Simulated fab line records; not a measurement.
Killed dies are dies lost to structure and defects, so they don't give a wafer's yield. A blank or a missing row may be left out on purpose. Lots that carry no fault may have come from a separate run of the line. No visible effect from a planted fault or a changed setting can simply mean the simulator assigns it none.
Split-lot study	flow n5-finfet	39 wafers read from 7 lots, route of 1938 steps

ABOUT THE SPLIT
At N5_ZERO_LAYER_DEVELOP_10 (develop time 60 s), the setting develop-time-s was moved away from the recipe's 60 s on 15 of the 39 wafers read, by -50.4% to +48.9%. The other wafers ran this setting at the recipe's value.

FROM THE SPLIT TO THE READING: what the file shows between them, 1 step
- N5_ZERO_LAYER_HARDBAKE_23: time 120 s

THE READING
At N5_ZERO_LAYER_CD_MEAS_11: cd-nm in nanometres, against a target cd of 2000 nm. On this fab line, fault-free wafers typically give 2002.7 nm with a standard deviation of 2.5 nm.

wafer	tool, chamber at the split	develop-time-s as run, s	against the recipe	cd-nm, nm	against lot-mates on the recipe
L076.1	litho-track-05, 0	89.35	+48.9%	2011.0	+7.8
L076.2	litho-track-05, 0	60	recipe	2003.3	-
L076.3	litho-track-05, 0	89.35	+48.9%	2010.7	+7.5
L076.4	litho-track-05, 0	89.35	+48.9%	2012.0	+8.8
L076.5	litho-track-05, 0	60	recipe	2004.6	-
L076.6	litho-track-05, 0	60	recipe	2001.8	-
L078.2	litho-track-01, 0	60	recipe	2000.1	-
L078.3	litho-track-01, 0	60	recipe	2001.5	-
L078.4	litho-track-01, 0	60	recipe	2004.5	-
L080.1	litho-track-04, 0	60	recipe	2003.5	-
L080.2	litho-track-04, 0	29.78	-50.4%	1987.9	-16.2
L080.3	litho-track-04, 0	60	recipe	2009.0	-
L080.4	litho-track-04, 0	29.78	-50.4%	1991.3	-12.8
L080.5	litho-track-04, 0	60	recipe	1999.7	-
L080.6	litho-track-04, 0	29.78	-50.4%	1993.3	-10.8
L082.1	litho-track-01, 0	60	recipe	2005.2	-
L082.2	litho-track-01, 0	60	recipe	2002.2	-
L082.3	litho-track-01, 0	70.92	+18.2%	2005.3	+2.0
L082.4	litho-track-01, 0	70.92	+18.2%	2010.1	+6.8
L082.5	litho-track-01, 0	60	recipe	2002.5	-
L082.6	litho-track-01, 0	70.92	+18.2%	2007.6	+4.3
L084.1	litho-track-01, 0	42.22	-29.6%	1992.4	-10.3
L084.2	litho-track-01, 0	42.22	-29.6%	1992.7	-10.0
L084.3	litho-track-01, 0	60	recipe	2004.9	-
L084.4	litho-track-01, 0	60	recipe	2000.1	-
L084.5	litho-track-01, 0	42.22	-29.6%	1992.3	-10.4
L084.6	litho-track-01, 0	60	recipe	2003.0	-
L092.1	litho-track-04, 0	60	recipe	2002.3	-
L092.2	litho-track-04, 0	60	recipe	2002.4	-
L092.3	litho-track-04, 0	60	recipe	2002.4	-
L092.4	litho-track-04, 0	60	recipe	2000.5	-
L092.5	litho-track-04, 0	60	recipe	2006.0	-
L092.6	litho-track-04, 0	60	recipe	2006.0	-
L094.1	litho-track-01, 0	60	recipe	2000.2	-
L094.2	litho-track-01, 0	60	recipe	2001.6	-
L094.3	litho-track-01, 0	80.21	+33.7%	2006.2	+6.0
L094.4	litho-track-01, 0	80.21	+33.7%	2007.7	+7.5
L094.5	litho-track-01, 0	60	recipe	1998.9	-
L094.6	litho-track-01, 0	80.21	+33.7%	2008.5	+8.3

THE FIT
A straight line over all 39 wafers: cd-nm changes by +0.217 nm for each +1% of develop-time-s; r = +0.90; the points scatter about the line by 2.5 nm.
The same after taking each lot's own level away (the mean of its wafers on the recipe; 39 wafers): +0.233 nm for each +1%; r = +0.93; scatter 2.3 nm.
Per that fit: largest develop-time-s move, reading shift of 12 nm.
Measured against the standard deviation above, the lots' own levels, which go from 2000.23 to 2004.07 nm, span 1.5 times it.
Consequently the slope shifts little with the lot-to-lot level, the two slopes agreeing.
Check: for one of the wafers moved furthest among these (-50.4%), held out of the fit, the line's prediction against its lot-mates is -11.8 nm. It came out at -16.2 nm against them.

THE WHOLE CHAIN: every reading that the file lists as answering this split, in the file's order
step	what it does	reading	change (the file's fit)	r (the file's)
N5_ZERO_LAYER_CD_MEAS_11	target cd 2000 nm	cd-nm	+0.231 nm for each +1% of the setting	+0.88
N5_ZERO_LAYER_DESCUM_16	chemistry O2, time 7.9 s	ZERO_LAYER.cd-nm (the simulator's own value, which no gauge read)	+0.232 nm for each +1% of the setting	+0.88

THE FILE'S OWN FIT
cd-nm changes by +0.231 nm for each +1% of develop-time-s, r = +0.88.
